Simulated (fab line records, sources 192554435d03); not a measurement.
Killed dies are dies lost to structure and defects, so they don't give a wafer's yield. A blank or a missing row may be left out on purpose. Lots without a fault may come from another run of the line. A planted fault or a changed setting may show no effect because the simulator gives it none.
Chamber matching | flow n5_finfet | N5_BEOL_M4_ILD_DEP_00 on pecvd-03: 3 sister chambers
The step deposits SiOC from DEMS/O2, target thk 79 nm, time 15.3 s. 14 wafers are shown with their chamber, then 6 later ones without.

WAFERS WITH THEIR CHAMBER
wafer  | chamber | heater_power_w (W) | showerhead_plenum_p_Torr (Torr) | throttle_valve_pct (%)
L319.1 | 0       | 419                | 5.712                           | 11.5
L319.2 | 1       | 538                | 5.704                           | 11.3
L319.5 | 1       | 533                | 5.705                           | 11.5
L322.1 | 1       | 525                | 5.702                           | 11.7
L322.3 | 0       | 390                | 5.701                           | 11.6
L322.6 | 0       | 402                | 5.701                           | 11.7
L324.3 | 2       | 453                | 5.709                           | 12.2
L324.5 | 2       | 473                | 5.727                           | 12.1
L327.3 | 1       | 492                | 5.698                           | 11.7
L327.5 | 1       | 488                | 5.701                           | 11.6
L335.2 | 1       | 543                | 5.698                           | 11.6
L335.4 | 1       | 527                | 5.695                           | 11.7
L337.1 | 2       | 438                | 5.715                           | 10.8
L337.5 | 0       | 380                | 5.698                           | 11.7

SIGNATURES (means of the wafers above)
reading                  | chamber 0 | chamber 1 | chamber 2 | scatter within a chamber
heater_power_w           | 397.75    | 520.86    | 454.67    | 19.9
showerhead_plenum_p_Torr | 5.70300   | 5.70043   | 5.71700   | 0.00572
throttle_valve_pct       | 11.625    | 11.586    | 11.700    | 0.354
Rule: a wafer's distance from a chamber is the root of the sum, over the readings, of the square of ((its reading less the chamber's mean) divided by the reading's scatter). The wafer belongs to the nearest chamber; if the next one is less than 2 further off, it can't be placed. The scatter: the root of (the sum of the squares of (reading less its chamber's mean) over the shown wafers, divided by (wafers less chambers)).

WAFERS WITHOUT THEIR CHAMBER
wafer  | heater_power_w (W) | showerhead_plenum_p_Torr (Torr) | throttle_valve_pct (%)
L338.2 | 346                | 5.705                           | 11.6
L338.3 | 482                | 5.699                           | 11.6
L338.6 | 488                | 5.707                           | 11.6
L339.2 | 542                | 5.708                           | 11.5
L339.3 | 382                | 5.709                           | 11.6
L339.4 | 546                | 5.690                           | 11.5

WHICH CHAMBER EACH WENT THROUGH
wafer  | from the rows above     | in truth
L338.2 | 0                       | 0
L338.3 | can't be placed: 1 or 2 | 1
L338.6 | can't be placed: 1 or 2 | 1
L339.2 | 1                       | 1
L339.3 | 0                       | 0
L339.4 | 1                       | 1
Placed correctly: 4 of 6. Can't be placed from these rows: 2 (the true chamber is among the candidates in 2). Placed wrongly: 0.
